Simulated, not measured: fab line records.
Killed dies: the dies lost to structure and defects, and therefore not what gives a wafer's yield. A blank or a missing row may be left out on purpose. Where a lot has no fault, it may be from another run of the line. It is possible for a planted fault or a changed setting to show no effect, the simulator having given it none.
Comparing a struck lot with a sound one ; flow nand harc ; 14 out of 1302 route steps
Sound: these wafers, L500.3, L500.4, L500.6. Struck: wafer L519.3. (L519.2, L519.6 of the same lot were not struck and are left out.) The cause comes at the end.
Per side, at each step with rows, come the tool, then ch with its chambers, and then its first start. Under that, the readings that differ: sound wafers ; struck wafers ; difference of the means ; sigmas: that difference in standard deviations of wafers without a fault.
alike: same words and numbers on both sides, and readings whose means sit less than 2 such deviations apart. not compared: any withheld reading, any reading some wafer has no value for, any bound like >300 that may hide the same value, and any number with overlapping values for which the record gives no deviation.
A row with sigmas, a row that says differs or no value, or rows on one side alone: a step with any of these is where the two part. Numbers that have no deviation but don't overlap get no sigmas and don't part them. A reading missing from all wafers of one side parts the sides only when that side holds two or more wafers.

first, 7 steps without rows for these wafers: NHARC_P_BONDPAD_COAT_36 (time 65 s); NHARC_P_BONDPAD_COAT_03 (resist thk 600 nm); NHARC_P_BONDPAD_SOFTBAKE_04 (time 70 s); NHARC_P_BONDPAD_EBR_05; NHARC_P_BONDPAD_EXPOSE_06 (exposes mask P BPAD); NHARC_P_BONDPAD_PEB_07 (peb time 80 s); NHARC_P_BONDPAD_DEVELOP_08 (time 50 s).
NHARC_P_BONDPAD_CD_MEAS_09: the cd target is 500 nm.
  sound on cd sem-02 ch 0, day 7 07:35; struck on cd sem-01 ch 0, day 15 09:05
  alike: cd nm
NHARC_P_BONDPAD_OVL_MEAS_38:
  sound: overlay-01 at day 7 07:40; struck: overlay-01 at day 15 09:10
reading;sound;struck;difference;sigmas
overlay y nm (nm);8 8 9;-11;-19;-3
  alike: overlay x nm
then, 1 step without rows for these wafers: NHARC_P_BONDPAD_HARDBAKE_10 (time 65 s).
NHARC_P_BONDPAD_DESCUM_11: chemistry O2, time 3 s.
  sound on rie diel-12 ch 1,2,3, day 7 07:47; struck on rie diel-12 ch 3, day 15 09:18
  alike: drypump motor current A, oes product au, rf vpp V, showerhead plenum p Torr, throttle valve pct
  not compared: rf hours counter h
NHARC_P_BONDPAD_ETCH_37: etches the open film in N2/H2, target depth 60 nm, overetch 18 nm, time 65.91 s.
  sound on rie diel-12 ch 0,2,3, day 7 07:53; struck on rie diel-12 ch 1, day 15 09:23
  alike: drypump motor current A, h2 flow sccm, oes product au, rf vpp V, showerhead plenum p Torr, throttle valve pct
  not compared: rf hours counter h
NHARC_P_BONDPAD_ETCH_12: etches the open film in CHF3/O2, target depth 200 nm, time 100 s.
  sound on rie diel-12 ch 0,1,2, day 7 07:59; struck on rie diel-12 ch 2, day 15 09:29
reading;sound;struck;difference;sigmas
oes product au (a.u.);0.918 0.925 0.930;0.815;-0.109;-5
  alike: drypump motor current A, rf vpp V, showerhead plenum p Torr, throttle valve pct
  not compared: rf hours counter h
NHARC_P_BONDPAD_CD_MEAS_13:
  sound: cd sem-01 at day 7 08:07; struck: cd sem-01 at day 15 09:37
  alike: cd nm

WHERE THEY PART
At NHARC_P_BONDPAD_OVL_MEAS_38 first; at NHARC_P_BONDPAD_ETCH_12 last (within this record only). Later steps at which nothing parts them and some readings are alike: NHARC_P_BONDPAD_CD_MEAS_13.

WHY: what had been put in by the simulator
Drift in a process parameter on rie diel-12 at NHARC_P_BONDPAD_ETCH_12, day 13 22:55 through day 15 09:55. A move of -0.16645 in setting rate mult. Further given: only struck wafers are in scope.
